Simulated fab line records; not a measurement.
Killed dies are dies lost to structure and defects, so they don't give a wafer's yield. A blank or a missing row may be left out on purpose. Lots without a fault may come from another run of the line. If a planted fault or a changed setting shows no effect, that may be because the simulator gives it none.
Problem report, 8D (eight disciplines) form, completed by code / flow n5-finfet / the parts of the form that need people (team, actions taken, sign-off) are left out

== 1. PROBLEM STATEMENT ==
Wafers without a fault read 66.40 s, standard deviation 0.1; run-length-s at N5_BEOL_M3_COAT_61 reads a mean of 82.70 s on 5 wafers belonging to 2 lots. So: +99 or more standard deviations from the usual mean.
The step: time 60 s, resist thk 60 nm.
First seen on wafer L362.1, day 9 11:34, on litho-track-05. Wafers with a number at this step in the record: 30, from 10 lots. By rule, "out" or "out of limits" means more than 4 standard deviations away from the usual mean. All remaining wafers that have a number are taken as sound.

== 2. WHAT IT IS, WHAT IT ISN'T ==
question=which readings at this step | is=run-length-s | is not=resist-line-temp-C
question=which lots | is=L362, L363 | is not=L354, L359, L360, L368, L369, L370, L375, L376
question=which wafers of those lots | is=L362.1, L362.2, L362.3, L363.1, L363.2 | is not=L363.6
question=read on which tools | is=litho-track-05 | is not=litho-track-02, litho-track-04
question=when | is=from day 9 11:34 | is not=up to then (9 sound wafers); but 16 sound wafers of L363, L368, L369, L370, L375, L376 came after

== 3. WHAT RULES OUT EACH SUSPECT ==
Counting: any tool at a process step up to the reading remains a suspect provided it ran every lot that is out. Sound lots after the first of them don't rule it out here, since some wafers of a struck lot are sound.
- litho-track-05 at N5_BEOL_M3_COAT_61 (time 60 s, resist thk 60 nm): kept. It processed each lot that is out (first: L362, day 9 11:34); up to then, its last sound lot is L360 (day 8 10:53). On those wafers its own readings are out: run-length-s.
Remaining after the count: litho-track-05 at N5_BEOL_M3_COAT_61.

== 4. THE CAUSE (what the simulator had put in) ==
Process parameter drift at N5_BEOL_M3_COAT_61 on litho-track-05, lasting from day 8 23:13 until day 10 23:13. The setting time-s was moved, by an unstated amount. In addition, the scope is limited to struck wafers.
Counting left only this tool.

== 5. THE CHAIN OF EFFECTS, in route order ==
Each row: a reading where the mean over the struck wafers with a number is more than 3 standard deviations away from the usual. Only readings whose record carries a usual standard deviation are examined. hours: median over the lots of the time between each lot's start at the first step of this table that gives one and its start at this step. sigmas: the change, counted in usual standard deviations.
hours=0; step=N5_BEOL_M3_COAT_61; reading=run-length-s; usual=66.40 s; on struck wafers=82.70; change=+16.30; sigmas=+99 or more
Here are the process steps it includes:
- N5_BEOL_M3_COAT_61: time 60 s, resist thk 60 nm.
At these later measuring or inspecting steps, every struck wafer for which the step has a row has a number for every such reading, and none has moved that far: N5_BEOL_M3_CD_MEAS_11, N5_BEOL_M4_RC_MEAS_101.

== 6. HOW IT WOULD HAVE BEEN CAUGHT EARLIER ==
In this record the first reading out of limits was taken at day 9 11:34, 12 hours after the fault began at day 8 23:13.
